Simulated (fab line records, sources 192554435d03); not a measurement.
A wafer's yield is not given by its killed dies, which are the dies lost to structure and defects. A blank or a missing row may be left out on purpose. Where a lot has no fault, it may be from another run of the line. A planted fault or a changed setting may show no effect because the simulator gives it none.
The same fault as seen by 2 desks | flow n5Finfet | each desk has only its own numbers; what lay behind them comes last

AT THE TOOL OWNER'S DESK: pecvd-02
The tool's own readings at N5_BEOL_M6_DEP_56 (deposits SiCN from 3MS/NH3, target thk 10 nm, time 17.5 s): means of the sampled wafers that have a number, for each lot that ran on this tool. A lot is out of limits, marked OUT, if its mean lies more than 4 standard deviations from the usual mean; the brackets give that distance.
Columns: A = showerheadPlenumPTorr at N5_BEOL_M6_DEP_56, usual 3.659 Torr; B = throttleValvePct at N5_BEOL_M6_DEP_56, usual 8.9 %
lot  | first seen here | A     | B
L813 | day 9 12:48     | 3.654 | 9.2
L829 | day 13 07:52    | 3.659 | 8.8
L830 | day 13 19:32    | 3.676 | 8.6
L831 | day 14 01:31    | 3.660 | 8.8
Result from this desk: across the 4 lots, nothing is out of limits.

FROM THE METROLOGY DESK
Lot by lot, what the gauges showed, no matter which tool ran the lot: averages of those sampled wafers that carry a number. A lot is out of limits, marked OUT, if its mean lies more than 4 standard deviations from the usual mean; the brackets give that distance.
Columns: A = M6_THK at N5_BEOL_M6_THK_MEAS_53, usual 80.0 nm; B = M6_RS at N5_BEOL_M6_RS_MEAS_57, usual 0.283 ohm/sq
lot  | first seen here | A    | B
L813 | day 9 12:43     | 79.7 | 0.287
L819 | day 10 19:25    | 77.9 | 0.292
L829 | day 13 07:47    | 81.5 | 0.278
L830 | day 13 19:29    | 80.9 | 0.278
L831 | day 14 01:28    | 79.2 | 0.288
L833 | day 14 06:10    | 78.0 | 0.289
L834 | day 14 15:52    | 79.0 | 0.290
Result from this desk: across the 7 lots, nothing is out of limits.

ALL TOGETHER
Nothing out of limits was seen by the tool owner's desk.
Nothing out of limits was seen by the metrology desk.

WHAT THE SIMULATOR HAD INSERTED
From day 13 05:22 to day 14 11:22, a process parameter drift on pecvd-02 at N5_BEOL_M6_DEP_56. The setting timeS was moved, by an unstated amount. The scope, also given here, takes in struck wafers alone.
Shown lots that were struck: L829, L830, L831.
